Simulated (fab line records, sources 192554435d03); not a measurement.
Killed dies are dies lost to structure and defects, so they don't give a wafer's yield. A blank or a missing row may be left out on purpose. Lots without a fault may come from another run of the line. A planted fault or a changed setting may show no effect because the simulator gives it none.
Split-lot experiment | flow n5_finfet | 7 lots, 39 wafers read, on a route of 1938 steps

THE SPLIT
At N5_BEOL_M7_ILD_DEP_00 (deposits SiCOH lowk from DEMS/porogen, target thk 179.75 nm, time 33.4 s), the setting time_s was moved away from the recipe's 33.4 s on 15 of the 39 wafers read, by -56.7% to +42.8%. The other wafers ran this setting at the recipe's value.

FROM THE SPLIT TO THE READING: what the file shows between them, 1 step
- N5_BEOL_M7_CURE_74: cures SiCOH lowk, time 240 s

THE READING
M7_ILD_THK, in nm, at N5_BEOL_M7_THK_MEAS_01. Fault-free wafers of this fab line usually give 154.8 nm, standard deviation 2 nm.

wafer  | tool, chamber at the split | time_s as run, s | against the recipe | M7_ILD_THK, nm | against lot-mates on the recipe
L074.1 | pecvd-01, 2                | 33.4             | recipe             | 157.5          | -
L074.2 | pecvd-01, 0,2              | 47.69            | +42.8%             | 221.5          | +63.9
L074.3 | pecvd-01, 1                | 33.4             | recipe             | 158.0          | -
L074.4 | pecvd-01, 0,2              | 47.69            | +42.8%             | 221.4          | +63.8
L074.5 | pecvd-01, 1                | 33.4             | recipe             | 157.2          | -
L074.6 | pecvd-01, 0                | 47.69            | +42.8%             | 224.7          | +67.1
L078.1 | pecvd-02, 0                | 33.4             | recipe             | 154.5          | -
L078.2 | pecvd-02, 2                | 26.81            | -19.7%             | 124.9          | -31.7
L078.3 | pecvd-02, 1                | 26.81            | -19.7%             | 122.1          | -34.5
L078.4 | pecvd-02, 1                | 33.4             | recipe             | 158.5          | -
L078.5 | pecvd-02, 0                | 26.81            | -19.7%             | 125.8          | -30.8
L078.6 | pecvd-02, 2                | 33.4             | recipe             | 156.8          | -
L087.1 | pecvd-03, 0                | 33.4             | recipe             | 153.8          | -
L087.2 | pecvd-03, 2                | 33.4             | recipe             | 153.5          | -
L087.3 | pecvd-03, 1                | 33.4             | recipe             | 152.5          | -
L087.4 | pecvd-03, 1                | 33.4             | recipe             | 154.9          | -
L087.5 | pecvd-03, 2                | 33.4             | recipe             | 155.5          | -
L087.6 | pecvd-03, 0                | 33.4             | recipe             | 155.5          | -
L090.1 | pecvd-03, 0                | 33.4             | recipe             | 152.8          | -
L090.2 | pecvd-03, 2                | 33.4             | recipe             | 150.6          | -
L090.6 | pecvd-03, 0                | 33.4             | recipe             | 154.5          | -
L091.1 | pecvd-01, 2                | 33.4             | recipe             | 154.7          | -
L091.2 | pecvd-01, 1                | 33.4             | recipe             | 153.5          | -
L091.3 | pecvd-01, 0                | 33.4             | recipe             | 153.7          | -
L091.4 | pecvd-01, 1                | 26.8             | -19.8%             | 127.6          | -26.4
L091.5 | pecvd-01, 2                | 26.8             | -19.8%             | 126.1          | -27.9
L091.6 | pecvd-01, 0                | 26.8             | -19.8%             | 124.9          | -29.1
L093.1 | pecvd-01, 2                | 17.25            | -48.4%             | 81.7           | -73.0
L093.2 | pecvd-01, 1                | 33.4             | recipe             | 154.7          | -
L093.3 | pecvd-01, 0                | 17.25            | -48.4%             | 80.8           | -73.9
L093.4 | pecvd-01, 1                | 17.25            | -48.4%             | 81.2           | -73.5
L093.5 | pecvd-01, 2                | 33.4             | recipe             | 155.2          | -
L093.6 | pecvd-01, 0                | 33.4             | recipe             | 154.2          | -
L095.1 | pecvd-03, 2                | 33.4             | recipe             | 151.1          | -
L095.2 | pecvd-03, 1                | 14.45            | -56.7%             | 65.7           | -87.3
L095.3 | pecvd-03, 0                | 14.45            | -56.7%             | 67.2           | -85.8
L095.4 | pecvd-03, 0                | 14.45            | -56.7%             | 67.4           | -85.6
L095.5 | pecvd-03, 1,2              | 33.4             | recipe             | 153.9          | -
L095.6 | pecvd-03, 1,2              | 33.4             | recipe             | 154.0          | -
Where a row lists several chambers, the file gives one row for several wafers and doesn't say which wafer went through which chamber.

THE FIT
A straight line over all 39 wafers: M7_ILD_THK changes by +1.55 nm for each +1% of time_s; r = +1.00; the points scatter about the line by 1.9 nm.
The same after taking each lot's own level away (the mean of its wafers on the recipe; 39 wafers): +1.52 nm for each +1%; r = +1.00; scatter 1.5 nm.
On that fit, the largest move of time_s shifts the reading by 86 nm.
The lots' own levels span 152.63 to 157.57 nm, that is 2.5 times the standard deviation above.
So the lot-to-lot level changes the slope little: the two slopes agree.
Check: with one of the wafers moved furthest among these (-56.7%) left out of the fit, the line predicts -86.1 nm for it against its lot-mates. It came out at -87.3 nm against them.

OTHER SPLITS ON THESE WAFERS
These wafers also went through other splits before the reading. Each is held against what the fit with the lots' levels taken away leaves over:
other split on the same wafers    | wafers away from the commonest value | r with M7_ILD_THK (lot level and that fit taken away)
N5_BEOL_M4_HM_DEP_02 target_thk_a | 12                                   | -0.06

THE WHOLE CHAIN: every reading that the file lists as answering this split, in the file's order
step                   | what it does                                                             | reading                                                                                  | change (the file's fit)              | r (the file's)
N5_BEOL_M7_ILD_DEP_00  | deposits SiCOH lowk from DEMS/porogen, target thk 179.75 nm, time 33.4 s | SiCOH_lowk_of_BEOL_M7_ILD_DEP_00.thk_nm (the simulator's own value, which no gauge read) | +1.75 nm for each +1% of the setting | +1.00
N5_BEOL_M7_CURE_74     | cures SiCOH lowk, time 240 s                                             | SiCOH_lowk_of_BEOL_M7_ILD_DEP_00.thk_nm (the simulator's own value, which no gauge read) | +1.52 nm for each +1% of the setting | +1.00
N5_BEOL_M7_THK_MEAS_01 |                                                                          | M7_ILD_THK                                                                               | +1.52 for each +1% of the setting    | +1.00

THE FILE'S OWN FIT
M7_ILD_THK changes by +1.52 nm for each +1% of time_s, r = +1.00.
